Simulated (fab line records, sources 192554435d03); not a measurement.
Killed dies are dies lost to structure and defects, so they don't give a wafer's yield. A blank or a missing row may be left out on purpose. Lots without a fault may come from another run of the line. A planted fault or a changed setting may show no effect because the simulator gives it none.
Which tool did it? | flow n5_finfet | 19 lots, 57 wafers sampled, at 3 steps of a route of 1938

WHAT THE GAUGES READ, wafer by wafer
N5_BEOL_M10_CD_MEAS_28: target cd 70 nm. Usual: cd_nm 69.9 nm, standard deviation 0.8.
lot  | measured     | on        | cd_nm (nm)     | flag
L074 | day 10 08:59 | cd_sem-02 | 69.6 70.7 71.6 |
L076 | day 10 12:40 | cd_sem-03 | 68.9 69.8 69.6 |
L075 | day 10 15:51 | cd_sem-02 | 68.4 69.3 69.4 |
L077 | day 10 15:41 | cd_sem-03 | 68.8 68.7 68.8 |
L078 | day 10 22:17 | cd_sem-02 | 70.0 69.7 70.6 |
L079 | day 10 22:33 | cd_sem-03 | 68.8 69.4 69.2 |
L080 | day 11 19:37 | cd_sem-01 | 68.8 69.6 68.4 |
L081 | day 11 19:47 | cd_sem-01 | 70.2 68.6 69.9 |
L083 | day 12 11:36 | cd_sem-03 | 69.4 70.5 70.5 |
L084 | day 12 14:32 | cd_sem-02 | 71.2 71.0 71.4 |
L086 | day 12 22:33 | cd_sem-01 | 69.4 69.7 70.4 |
L085 | day 12 22:23 | cd_sem-01 | 70.6 71.1 70.3 |
L087 | day 13 06:18 | cd_sem-03 | 69.6 69.7 67.7 |
L091 | day 14 07:34 | cd_sem-01 | 69.1 69.8 70.1 |
L092 | day 14 17:35 | cd_sem-01 | 68.1 69.0 68.8 |
L093 | day 14 23:17 | cd_sem-03 | 71.3 71.2 70.7 |
L094 | day 14 20:52 | cd_sem-01 | 69.9 70.8 69.6 |
L097 | day 15 22:29 | cd_sem-02 | 71.3 69.8 70.7 |
L095 | day 15 22:11 | cd_sem-03 | 69.1 69.8 69.9 |

WHICH TOOL RAN EACH LOT (tool, then ch and the chambers of the sampled wafers, then the start)
lot  | N5_BEOL_M10_CURE_71           | N5_BEOL_M10_STRIP_67
L074 | uv_cure-02 ch 2, day 10 02:55 | rie_diel-06 ch 0,1,2, day 10 06:46
L076 | uv_cure-01 ch 2, day 10 08:41 | rie_diel-04 ch 1,2,3, day 10 11:11
L075 | uv_cure-03 ch 1, day 10 11:03 | rie_diel-01 ch 0,1,2, day 10 13:58
L077 | uv_cure-01 ch 2, day 10 13:01 | rie_diel-04 ch 2,3, day 10 14:29
L078 | uv_cure-03 ch 2, day 10 18:58 | rie_diel-06 ch 0,2,3, day 10 21:01
L079 | uv_cure-01 ch 0, day 10 19:21 | rie_diel-06 ch 1,2,3, day 10 21:32
L080 | uv_cure-03 ch 0, day 11 17:08 | rie_diel-01 ch 1,2, day 11 18:50
L081 | uv_cure-02 ch 0, day 11 17:19 | rie_diel-06 ch 0,3, day 11 19:00
L083 | uv_cure-03 ch 1, day 12 09:02 | rie_diel-04 ch 1,2,3, day 12 10:53
L084 | uv_cure-02 ch 2, day 12 10:41 | rie_diel-01 ch 0,1,3, day 12 13:07
L086 | uv_cure-03 ch 1, day 12 17:57 | rie_diel-01 ch 0,1,3, day 12 20:12
L085 | uv_cure-02 ch 1, day 12 18:16 | rie_diel-01 ch 1,3, day 12 20:27
L087 | uv_cure-03 ch 0, day 13 04:10 | rie_diel-01 ch 0,1, day 13 05:19
L091 | uv_cure-03 ch 1, day 14 03:41 | rie_diel-01 ch 0,1, day 14 05:49
L092 | uv_cure-02 ch 1, day 14 14:09 | rie_diel-04 ch 0,1,3, day 14 16:16
L093 | uv_cure-02 ch 0, day 14 17:53 | rie_diel-01 ch 0,1,3, day 14 21:46
L094 | uv_cure-03 ch 0, day 14 18:16 | rie_diel-01 ch 0,1,2, day 14 20:13
L097 | uv_cure-02 ch 1, day 15 18:53 | rie_diel-06 ch 0,2,3, day 15 21:03
L095 | uv_cure-03 ch 0, day 15 19:00 | rie_diel-01 ch 1,3, day 15 21:13
- N5_BEOL_M10_CURE_71: cures SiCOH lowk, time 240 s.
- N5_BEOL_M10_STRIP_67: strips in CF4.

WHAT THE TOOLS THEMSELVES READ (means of the sampled wafers that have a number; where no wafer has one, the mark that the record gives instead)
N5_BEOL_M10_CURE_71. Usual: lamp_power_pct 52.31 %, standard deviation 0.057; wafer_temp_C_max 386.9, standard deviation 0.6.
lot  | tool       | lamp_power_pct (%) | wafer_temp_C_max | flag
L074 | uv_cure-02 | 52.33              | 387.6            |
L076 | uv_cure-01 | 52.35              | 386.7            |
L075 | uv_cure-03 | 52.30              | 386.3            |
L077 | uv_cure-01 | 52.28              | 386.4            |
L078 | uv_cure-03 | 52.30              | 386.6            |
L079 | uv_cure-01 | 52.39              | 386.4            |
L080 | uv_cure-03 | 52.32              | 386.8            |
L081 | uv_cure-02 | 52.30              | 386.2            |
L083 | uv_cure-03 | 52.30              | 386.5            |
L084 | uv_cure-02 | 52.35              | 387.9            |
L086 | uv_cure-03 | 52.39              | 386.1            |
L085 | uv_cure-02 | 52.29              | 387.6            |
L087 | uv_cure-03 | 52.30              | 387.3            |
L091 | uv_cure-03 | 52.27              | 386.1            |
L092 | uv_cure-02 | 52.27              | 388.0            |
L093 | uv_cure-02 | 52.29              | 386.8            |
L094 | uv_cure-03 | 52.33              | 387.1            |
L097 | uv_cure-02 | 52.30              | 387.9            |
L095 | uv_cure-03 | 52.31              | 386.8            |

N5_BEOL_M10_STRIP_67. Usual: chamber_pressure_mTorr 50.00 mTorr, standard deviation 0.05; drypump_motor_current_A 5.6 A, standard deviation 0.48; oes_product_au 0.81 a.u., standard deviation 0.083; power_w 300.1 W, standard deviation 0.83; rf_vpp_V 271.1 V, standard deviation 1.4; showerhead_plenum_p_Torr 1.79 Torr, standard deviation 0.048; throttle_valve_pct 13.53 %, standard deviation 0.17.
lot  | tool        | chamber_pressure_mTorr (mTorr) | drypump_motor_current_A (A) | oes_product_au (a.u.) | power_w (W) | rf_vpp_V (V) | showerhead_plenum_p_Torr (Torr) | throttle_valve_pct (%) | flag
L074 | rie_diel-06 | 50.06                          | 5.4                         | 0.78                  | 300.0       | 271.8        | 1.79                            | 13.63                  |
L076 | rie_diel-04 | 49.99                          | 5.9                         | 0.77                  | 299.9       | 270.9        | 1.79                            | 13.54                  |
L075 | rie_diel-01 | 50.00                          | 5.2                         | 0.83                  | 300.2       | 271.0        | 1.79                            | 13.49                  |
L077 | rie_diel-04 | 49.93                          | 5.9                         | 0.78                  | 299.5       | 270.6        | 1.77                            | 13.49                  |
L078 | rie_diel-06 | 49.98                          | 5.9                         | 0.79                  | 299.9       | 271.7        | 1.82                            | 13.61                  |
L079 | rie_diel-06 | 50.04                          | 5.8                         | 0.77                  | 300.2       | 271.6        | 1.79                            | 13.61                  |
L080 | rie_diel-01 | 50.04                          | 5.1                         | 0.81                  | 300.6       | 270.6        | 1.76                            | 13.38                  |
L081 | rie_diel-06 | 50.01                          | 5.9                         | 0.73                  | 300.6       | 272.6        | 1.85                            | 13.79                  |
L083 | rie_diel-04 | 50.02                          | 5.9                         | 0.76                  | 299.7       | 270.2        | 1.79                            | 13.57                  |
L084 | rie_diel-01 | 50.06                          | 5.3                         | 0.86                  | 299.2       | 271.1        | 1.80                            | 13.48                  |
L086 | rie_diel-01 | 50.04                          | 5.3                         | 0.85                  | 299.4       | 271.1        | 1.80                            | 13.49                  |
L085 | rie_diel-01 | 50.01                          | 5.5                         | 0.85                  | 300.4       | 271.5        | 1.79                            | 13.43                  |
L087 | rie_diel-01 | 50.01                          | 5.2                         | 0.85                  | 299.6       | 271.0        | 1.80                            | 13.57                  |
L091 | rie_diel-01 | 50.02                          | 5.0                         | 0.84                  | 300.5       | 270.8        | 1.77                            | 13.47                  |
L092 | rie_diel-04 | 50.02                          | 5.6                         | 0.83                  | 300.1       | 269.8        | 1.74                            | 13.46                  |
L093 | rie_diel-01 | 50.03                          | 5.3                         | 0.83                  | 299.0       | 269.9        | 1.79                            | 13.53                  |
L094 | rie_diel-01 | 49.95                          | 5.2                         | 0.79                  | 300.5       | 271.6        | 1.78                            | 13.57                  |
L097 | rie_diel-06 | 49.94                          | 5.9                         | 0.74                  | 300.8       | 271.9        | 1.81                            | 13.72                  |
L095 | rie_diel-01 | 49.98                          | 5.5                         | 0.81                  | 300.1       | 272.1        | 1.79                            | 13.48                  |

THE ANSWER, worked out from the rows above alone
Rule: a lot is off if the mean of its wafers that have a number lies more than 3 standard deviations from the usual mean. A lot without any number at a reading at which 4 lots or more have one is off too. The other lots that the step has rows for count as sound. The gauges are gone through in route order, then the tools' own readings, and for those a lot's mean is taken as printed above. The first step at which some lot is off is used, and at that step the reading that is off furthest; a lot without a number counts as furthest.
No lot is off at any reading shown: from this, nothing can be told.

WHAT THE SIMULATOR HAD PUT IN
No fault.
